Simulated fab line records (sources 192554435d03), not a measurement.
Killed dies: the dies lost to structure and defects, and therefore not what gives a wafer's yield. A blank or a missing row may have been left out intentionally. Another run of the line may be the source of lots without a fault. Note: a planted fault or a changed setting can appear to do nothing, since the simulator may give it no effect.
Matching of chambers    flow n5-finfet    N5_FIN_SAQP_PECVD_48 on pecvd-03: 3 sister chambers
The step deposits SiNx from SiH4/NH3/N2, target thk 25 nm, time 22.1 s. 6 wafers are shown with their chamber, then 7 later ones without.

WAFERS PAIRED WITH THEIR CHAMBERS
wafer   chamber  showerhead-plenum-p-Torr (Torr)  throttle-valve-pct (%)
L080.5  1        5.12                             39.7
L081.6  0        5.07                             38.2
L086.1  1        5.14                             39.3
L086.2  0        5.06                             38.4
L087.1  2        4.95                             37.9
L087.5  2        4.95                             37.6

WAFERS WITH NO CHAMBER GIVEN
wafer   showerhead-plenum-p-Torr (Torr)  throttle-valve-pct (%)
L087.6  5.14                             39.4
L088.2  5.07                             38.4
L088.3  5.14                             39.4
L088.5  5.07                             38.6
L089.1  5.07                             38.2
L089.3  5.13                             39.5
L089.4  5.08                             38.2

WHICH CHAMBER EACH ONE RAN IN
wafer   from the rows above  in truth
L087.6  1                    1
L088.2  0                    0
L088.3  1                    1
L088.5  0                    0
L089.1  0                    0
L089.3  1                    1
L089.4  0                    0
7 of 7 placed correctly. Can't be placed from these rows: 0. 0 placed wrongly.
How it was worked out, from the rows above alone: a wafer's distance from a chamber is the root of the sum, over the readings, of the square of ((its reading less the chamber's mean) divided by the reading's scatter). If the next closest chamber is less than 2 further off than the closest, the wafer can't be placed; otherwise it belongs to the closest. For every chamber, the mean is computed from those of its wafers that are shown. The scatter: take each reading less its chamber's mean, square it, sum over the shown wafers, divide by the number of wafers less the number of chambers, and take the root.
